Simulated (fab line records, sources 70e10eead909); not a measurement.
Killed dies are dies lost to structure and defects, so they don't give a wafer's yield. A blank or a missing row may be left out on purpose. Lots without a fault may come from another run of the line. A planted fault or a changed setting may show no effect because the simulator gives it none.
A struck lot beside a sound one | flow nand_harc | 31 steps out of a route of 1159
Sound: wafers L151.1, L151.4, L151.6. Struck: wafer L149.4. (L149.2, L149.5 of the same lot were not struck and are left out.) The cause comes at the end.
At each step with rows: each side's tool, then ch and its chambers, then its first start. Under that, the readings that differ: sound wafers | struck wafers | difference of the means | sigmas: that difference in standard deviations of wafers without a fault.
alike: readings whose means differ by less than 2 such deviations, and words and numbers that are the same on both sides. not compared: withheld readings, readings that some wafer has no value for, bounds like >300 that may hide the same value, and numbers for which the record gives no deviation and whose values overlap.
The two part at a step that has a row with sigmas, a row that says differs or no value, or rows on one side only. Numbers that don't overlap but have no deviation are shown without sigmas and don't part them. A reading that every wafer of one side lacks parts them only if that side has two wafers or more.

first, 9 steps without rows for these wafers: NHARC_A_ZERO_WELL_DEHYDRATE_02 (time 120 s); NHARC_A_ZERO_WELL_HMDS_03 (time 30 s); NHARC_A_ZERO_WELL_COAT_18 (time 65 s); NHARC_A_ZERO_WELL_COAT_04 (resist thk 600 nm); NHARC_A_ZERO_WELL_SOFTBAKE_05 (time 70 s); NHARC_A_ZERO_WELL_EBR_06; NHARC_A_ZERO_WELL_EXPOSE_07 (exposes mask A ZERO); NHARC_A_ZERO_WELL_PEB_08 (peb time 80 s); NHARC_A_ZERO_WELL_DEVELOP_09 (time 50 s).
NHARC_A_ZERO_WELL_CD_MEAS_10: target cd 2000 nm.
  sound on cd_sem-02 ch 0, day 11 16:55; struck on cd_sem-03 ch 0, day 10 17:23
  alike: cd_nm
then, 1 step without rows for these wafers: NHARC_A_ZERO_WELL_HARDBAKE_11 (time 65 s).
NHARC_A_ZERO_WELL_DESCUM_12: chemistry O2, time 3 s.
  sound on rie_diel-01 ch 1,2,3, day 11 17:05; struck on rie_diel-08 ch 1, day 10 17:33
  alike: drypump_motor_current_A, oes_product_au, rf_vpp_V, showerhead_plenum_p_Torr, throttle_valve_pct
  not compared: rf_hours_counter_h
NHARC_A_ZERO_WELL_ETCH_19: etches the open film in N2/H2, target depth 80 nm, overetch 24 nm, time 87.88 s.
  sound on rie_diel-01 ch 0,3, day 11 17:09; struck on rie_diel-08 ch 0, day 10 17:37
  alike: drypump_motor_current_A, oes_product_au, rf_vpp_V, showerhead_plenum_p_Torr, throttle_valve_pct
  not compared: rf_hours_counter_h
NHARC_A_ZERO_WELL_ETCH_13: etches the open film in HBr/Cl2, target depth 120 nm, time 40.1 s.
  sound on rie_si-02 ch 1,2, day 11 17:19; struck on rie_si-02 ch 1, day 10 17:44
  alike: drypump_motor_current_A, oes_product_au, throttle_valve_pct
  not compared: rf_hours_counter_h
then, 4 steps without rows for these wafers: NHARC_A_ZERO_WELL_STRIP_14 (strips in SPM, time 900 s); NHARC_A_ZERO_WELL_IMPLANT_15; NHARC_A_ZERO_WELL_PRECLEAN_22 (cleans in SC1, time 60 s); NHARC_A_ZERO_WELL_SRD_23.
NHARC_A_ZERO_WELL_RTA_16: time 10 s.
  sound on rtp_anneal-02 ch 0, day 11 18:14; struck on rtp_anneal-01 ch 0, day 10 18:40
  reading             | sound    | struck | difference | sigmas
  lamp_power_pct (%)  | 26 26 26 | 32     | +6         | +2
  lamp_zone_2_pct (%) | 26 26 26 | 32     | +6         | +2
  alike: wafer_temp_C_max
NHARC_A_ZERO_WELL_INSPECT_17:
  sound on defect_inspect-02, day 11 18:26; struck on defect_inspect-02, day 10 18:51
  reading          | sound   | struck | difference | sigmas
  raw_defect_count | 12 12 5 | 472    | +462       | +72
then, 3 steps without rows for these wafers: NHARC_A_SOURCE_PLATE_PRECLEAN_00 (cleans in HF-LAST, time 60 s); NHARC_A_SOURCE_PLATE_SRD_01; NHARC_A_SOURCE_PLATE_OXIDE_02 (material SiO2, target thk 10 nm, ox time 1362 s).
NHARC_A_SOURCE_PLATE_THK_MEAS_09: measures by ellipsometry.
  sound on film_metro-01, day 12 02:48; struck on film_metro-02, day 11 02:19
  alike: thk_nm
then, 3 steps without rows for these wafers: NHARC_A_SOURCE_PLATE_PVD_04 (deposits WSi2, target thk 50 nm); NHARC_A_SOURCE_PLATE_CVD_03 (deposits poly-Si, target thk 200 nm, time 4000 s); NHARC_A_SOURCE_PLATE_ANNEAL_05 (time 1800 s).
NHARC_A_SOURCE_PLATE_THK_MEAS_06: measures by ellipsometry.
  sound on film_metro-01, day 12 15:59; struck on film_metro-02, day 11 15:36
  alike: thk_nm
NHARC_A_SOURCE_PLATE_INSPECT_08:
  sound on defect_inspect-01, day 12 16:02; struck on defect_inspect-02, day 11 15:42
  reading          | sound     | struck | difference | sigmas
  raw_defect_count | 113 49 51 | 557    | +486       | +18
then, 1 step without rows for these wafers: NHARC_A_ONON_D1_DEP_00 (target thk 1000 nm).
-- the record jumps here: 15 days lie between the struck wafers' starts before and after (it left off in module A_ONON_D1 and takes up again in module END, whose first step shown is number 1159 of the route) --
NHARC_END_SORT_01:
  the record has rows for the struck wafers here (prober-02 ch 0, day 26 04:52) and none for the sound ones

WHERE THEY PART
First at NHARC_A_ZERO_WELL_RTA_16; last, within this record, at NHARC_END_SORT_01.

WHY: what the simulator had put in
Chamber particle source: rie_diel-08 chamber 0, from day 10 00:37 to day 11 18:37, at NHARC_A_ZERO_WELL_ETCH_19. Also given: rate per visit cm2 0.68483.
